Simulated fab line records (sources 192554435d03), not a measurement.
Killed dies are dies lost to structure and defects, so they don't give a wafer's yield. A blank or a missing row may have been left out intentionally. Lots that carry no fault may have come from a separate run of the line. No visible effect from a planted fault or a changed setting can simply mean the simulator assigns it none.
Comparing a struck lot with a sound one ; flow n5 finfet ; 37 out of 1938 route steps
Sound: the wafers L595.4, L595.5, L595.6. Struck: wafer L583.3 (left out: L583.2, L583.6 of the same lot, which were not struck); the cause appears at the end.
Each step with rows lists, per side, the tool, then ch with its chambers, then its first start. Under that, the readings that differ: sound wafers ; struck wafers ; difference of the means ; sigmas: that difference in standard deviations of wafers without a fault.
alike: readings with means less than 2 such deviations apart, plus words and numbers identical on both sides. not compared: withheld readings, readings lacking a value on some wafer, bounds such as >300 that could conceal the same value, and numbers that have no deviation in the record and whose values overlap.
Wherever a step has rows on one side only, a row that says differs or no value, or a row with sigmas, the two part there. Non-overlapping numbers with no deviation appear without sigmas and do not part them. Lack of a reading on every wafer of one side parts them only where that side has two or more wafers.

first, 9 steps without rows for these wafers: N5_BEOL_M1_ANNEAL_95 (time 240 s); N5_BEOL_M1_SPUTTER_96 (material Cu, target thk 4.5 nm, time 8.29 s); N5_BEOL_M1_ECD_50 (material Cu, target thk 300 nm); N5_BEOL_M1_ANNEAL_51 (time 90 s); N5_BEOL_M1_CMP_52 (polishes, stops on SiOC, t overpolish 6.8 s, target thk 40 nm); N5_BEOL_M1_PRE_CLEAN_60 (time 15 s); N5_BEOL_M1_CO_CAP_55 (material Co, precursor CCTBA/H2, target thk 2 nm, time 102.1 s); N5_BEOL_M1_PRE_CLEAN_56 (time 15 s); N5_BEOL_M1_DEP_57 (deposits SiCN from 3MS/NH3, target thk 8 nm, time 14 s).
N5_BEOL_M2_ILD_DEP_00: deposits SiOC from DEMS/O2, target thk 79 nm, time 15.3 s.
  sound on pecvd-01 ch 0,2, day 11 09:53; struck on pecvd-03 ch 1, day 8 00:32
reading;sound;struck;difference;sigmas
model.SiOC_of_BEOL_M2_ILD_DEP_00.thk nm (nm);80.8 80 80;82.4;+2.1;
  alike: heater power w, showerhead plenum p Torr, throttle valve pct
N5_BEOL_M2_THK_MEAS_01:
  sound on film metro-02, day 11 09:57; struck on film metro-02, day 8 00:35
reading;sound;struck;difference;sigmas
M2_ILD_THK (nm);80.9 80.0 79.8;82.3;+2.1;+2
then, 24 steps without rows for these wafers: N5_BEOL_M2_PECVD_72 (deposits SiO2 from TEOS/O2, target thk 16 nm, time 18 s); N5_BEOL_M2_HM_DEP_02 (deposits TiN, target thk 20 nm); N5_BEOL_M2_COAT_61 (time 60 s, resist thk 60 nm); N5_BEOL_M2_COAT_62 (time 60 s, resist thk 12 nm); N5_BEOL_M2_COAT_73 (time 60 s, resist thk 5 nm); N5_BEOL_M2_COAT_05 (resist thk 30 nm); N5_BEOL_M2_EBR_07; N5_BEOL_M2_SOFTBAKE_06 (time 60 s); N5_BEOL_M2_EXPOSE_08 (exposes mask M2); N5_BEOL_M2_PEB_09 (peb time 60 s); N5_BEOL_M2_DEVELOP_10 (develop time 30 s); N5_BEOL_M2_DESCUM_16 (chemistry O2, time 7 s); N5_BEOL_M2_ETCH_74 (etches underlayer in N2/H2, target depth 6.5 nm, time 5.2 s); N5_BEOL_M2_ETCH_63 (etches SiARC in CF4, target depth 15.6 nm, time 26 s); N5_BEOL_M2_ETCH_64 (etches SOC in N2/H2, target depth 75 nm, overetch 22.5 nm, time 121.9 s); N5_BEOL_M2_STRIP_65 (strips in N2/H2); N5_BEOL_M2_STRIP_75 (strips in N2/H2); N5_BEOL_M2_STRIP_66 (strips in CF4); N5_BEOL_M2_HM_OPEN_17 (chemistry Cl2/BCl3, target TiN, target depth 20 nm, overetch 6 nm); N5_BEOL_M2_STRIP_19 (strips in O2); N5_BEOL_M2_COAT_67 (time 60 s, resist thk 60 nm); N5_BEOL_M2_COAT_68 (time 60 s, resist thk 12 nm); N5_BEOL_M2_COAT_76 (time 60 s, resist thk 5 nm); N5_BEOL_M2_COAT_22 (resist thk 30 nm).
N5_BEOL_M2_CMP_52: polishes, stops on SiOC, t overpolish 6.8 s, target thk 40 nm.
  sound on cmp-03 ch 0,1, day 11 17:40; struck on cmp-03 ch 2, day 8 10:01
reading;sound;struck;difference;sigmas
motor current A (A);6.3 5.0 6.3;7.2;+1.3;+2
model.SiOC_of_BEOL_M2_ILD_DEP_00.thk nm (nm);77.8 77 77;79.4;+2.1;
  alike: barrier field endpoint s, overpolish run s, time to endpoint s
N5_BEOL_M4_RC_MEAS_101:
  sound on prober-01 ch 0, day 12 17:43; struck on prober-01 ch 0, day 9 10:38
  alike: DIBL_N, DIBL_P, IOFF_N, IOFF_P, ION_N, ION_P, SS_N, SS_P, VT_N, VT_P

WHERE THEY PART
Last at N5_BEOL_M2_CMP_52 as far as this record goes, first at N5_BEOL_M2_THK_MEAS_01. Later steps at which nothing parts them and some readings are alike: N5_BEOL_M4_RC_MEAS_101.

WHY: what had been put in by the simulator
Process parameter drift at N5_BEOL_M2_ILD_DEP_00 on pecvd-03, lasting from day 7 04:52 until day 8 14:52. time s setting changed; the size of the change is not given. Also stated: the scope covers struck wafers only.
